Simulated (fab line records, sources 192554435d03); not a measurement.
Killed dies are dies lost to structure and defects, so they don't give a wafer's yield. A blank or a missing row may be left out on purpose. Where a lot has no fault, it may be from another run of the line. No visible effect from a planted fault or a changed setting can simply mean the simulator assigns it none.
A struck lot beside a sound one / flow n5Finfet / 41 out of 1938 route steps
Sound: the wafers L852.4, L852.5, L852.6. Struck: wafer L839.1 (L839.3, L839.4, from the same lot, were not struck and are left out); the cause is given at the end.
For every step that has rows: the tool of each side, followed by ch and its chambers, followed by its first start. Under that, the readings that differ: sound wafers / struck wafers / difference of the means / sigmas: that difference in standard deviations of wafers without a fault.
alike: a reading whose means differ by less than 2 such deviations, as well as words and numbers matching on both sides. not compared: withheld readings; readings where some wafer has no value; bounds like >300 that might hide an equal value; numbers whose values overlap and for which the record gives no deviation.
A row with sigmas, a row that says differs or no value, or rows on one side alone: a step with any of these is where the two part. Non-overlapping numbers with no deviation appear without sigmas and do not part them. A reading missing from all wafers of one side parts the sides only when that side holds two or more wafers.

first, 12 steps without rows for these wafers: N5_SD_EPI_N_STRIP_36 (strips in N2/H2); N5_SD_EPI_N_ETCHBACK_44 (etches SiNx in CH3F/O2, stops on SiO2, target depth 14.5 nm); N5_SD_EPI_N_ETCH_45 (etches SiOCN in CH3F/O2, target depth 6 nm); N5_SD_EPI_N_ETCH_16 (etches SiO2 in CHF3/O2, target depth 5 nm); N5_SD_EPI_N_STRIP_47 (strips in CHF3/O2); N5_SD_EPI_N_SD_RECESS_17 (chemistry HBr/Cl2/O2, target depth 41 nm, time 23.7 s, bt time 3 s); N5_SD_EPI_N_STRIP_38 (strips in N2/H2); N5_SD_EPI_N_WET_ETCH_43 (etches SiO2 in dHF, time 14 s, target depth 1.5 nm); N5_SD_EPI_N_STRIP_18 (strips in SPM, time 750 s); N5_SD_EPI_N_SRD_20 (time 30 s); N5_SD_EPI_N_PRECLEAN_48 (cleans in NF3:NH3, afs cycles 2, time 20 s, sublimation time 60 s); N5_SD_EPI_N_VAPOR_ETCH_50 (etches Si in HCl, time 54 s).
N5_SD_EPI_N_EPI_21: deposits Si:P, time 690 s.
  sound on epiRpcvd-03 ch 0, day 8 14:41; struck on epiRpcvd-03 ch 0, day 5 08:07
reading=epiGrowthTimeS (s); sound=690 690 690; struck=994.84; difference=+304.84; sigmas=
reading=model.Si-P_of_SD_EPI_N_EPI_21.thkNm (nm); sound=59.4 58.8 58.6; struck=75.8; difference=+16.9; sigmas=
N5_SD_EPI_N_EPI_MEAS_23:
  sound: filmMetro-02 at day 8 15:35; struck: filmMetro-02 at day 5 09:51
reading=thkNm (nm); sound=59.9 58.0 59.1; struck=75.3; difference=+16.3; sigmas=+14
then, 24 steps without rows for these wafers: N5_SD_EPI_N_PRECLEAN_24 (cleans in O3/DIW, time 60 s); N5_SD_EPI_N_SRD_25 (time 30 s); N5_SD_EPI_N_PRECLEAN_49 (cleans in NF3:NH3, afs cycles 1, time 20 s, sublimation time 60 s); N5_SD_EPI_N_LINER_46 (material SiNx, target thk 3 nm); N5_SD_EPI_P_COAT_34 (time 60 s, resist thk 350 nm); N5_SD_EPI_P_COAT_35 (time 60 s, resist thk 35 nm); N5_SD_EPI_P_COAT_03 (resist thk 150 nm); N5_SD_EPI_P_EBR_05; N5_SD_EPI_P_SOFTBAKE_04 (time 60 s); N5_SD_EPI_P_EXPOSE_06 (exposes mask SD P BLK, target cd 240 nm); N5_SD_EPI_P_PEB_07 (peb time 60 s); N5_SD_EPI_P_DEVELOP_08 (develop time 30 s); N5_SD_EPI_P_DESCUM_14 (chemistry O2, time 7.9 s); N5_SD_EPI_P_ETCH_36 (etches SiARC in CF4, target depth 45.5 nm, time 75.8 s); N5_SD_EPI_P_ETCH_37 (etches SOC in N2/H2, overetch 108 nm, time 486 s); N5_SD_EPI_P_STRIP_38 (strips in N2/H2); N5_SD_EPI_P_ETCHBACK_46 (etches SiNx in CH3F/O2, stops on SiO2, target depth 17.5 nm); N5_SD_EPI_P_ETCH_47 (etches SiOCN in CH3F/O2, target depth 25 nm); N5_SD_EPI_P_ETCH_16 (etches SiO2 in CHF3/O2, target depth 5 nm); N5_SD_EPI_P_STRIP_50 (strips in CHF3/O2); N5_SD_EPI_P_SD_RECESS_17 (chemistry HBr/Cl2/O2, target depth 39.1 nm, bt time 3 s); N5_SD_EPI_P_WET_ETCH_45 (etches SiO2 in dHF, time 10.7 s, target depth 2 nm, rinse time 30 s); N5_SD_EPI_P_STRIP_40 (strips in N2/H2); N5_SD_EPI_P_PRECLEAN_52 (cleans in O3/DIW, time 60 s).
N5_SD_ACTIVATION_RS_MEAS_03: a four-point-probe measurement.
  sound: filmMetro-02 at day 8 20:44; struck: filmMetro-01 at day 5 15:06
reading=RS_SD_N (ohm/sq); sound=21.87 22.01 21.92; struck=17.29; difference=-4.64; sigmas=-18
  alike: RS_SD_P
N5_MOL_CONTACT_COAG_ETCH_15: etches SiNx in CH3F/O2, stops on Si:P, target depth 7 nm.
  sound on rieDiel-01 ch 0,1,3, day 10 03:09; struck on rieDiel-01 ch 0, day 6 20:08
reading=model.Si-P_of_SD_EPI_N_EPI_21.thkNm (nm); sound=58.6 58 57.8; struck=74.8; difference=+16.7; sigmas=
  alike: drypumpMotorCurrentA, oesProductAu, rfVppV, showerheadPlenumPTorr, throttleValvePct
  not compared: rfHoursCounterH
-- the record jumps here: 4 days lie between the struck wafers' starts before and after (it left off in module MOL_CONTACT_COAG and takes up again in module BEOL_M4, whose first step shown is number 1111 of the route) --
N5_BEOL_M4_RC_MEAS_101:
  sound on prober-01 ch 0, day 13 13:18; struck on prober-01 ch 0, day 11 06:16
reading=IOFF_P (nA/um); sound=0.25 0.22 0.23; struck=0.17; difference=-0.06; sigmas=-2
reading=RS_SD_N (ohm/sq); sound=28.3 28.7 28.9; struck=22.0; difference=-6.6; sigmas=-20
reading=SS_N (mV/dec); sound=71.9 72.1 71.9; struck=70.9; difference=-1.1; sigmas=-2
  alike: DIBL_N, DIBL_P, IOFF_N, ION_N, ION_P, SS_P, VT_N, VT_P

== WHERE THEY PART ==
Earliest at N5_SD_EPI_N_EPI_MEAS_23; latest, in this record, at N5_BEOL_M4_RC_MEAS_101.

WHY: the cause the simulator had injected
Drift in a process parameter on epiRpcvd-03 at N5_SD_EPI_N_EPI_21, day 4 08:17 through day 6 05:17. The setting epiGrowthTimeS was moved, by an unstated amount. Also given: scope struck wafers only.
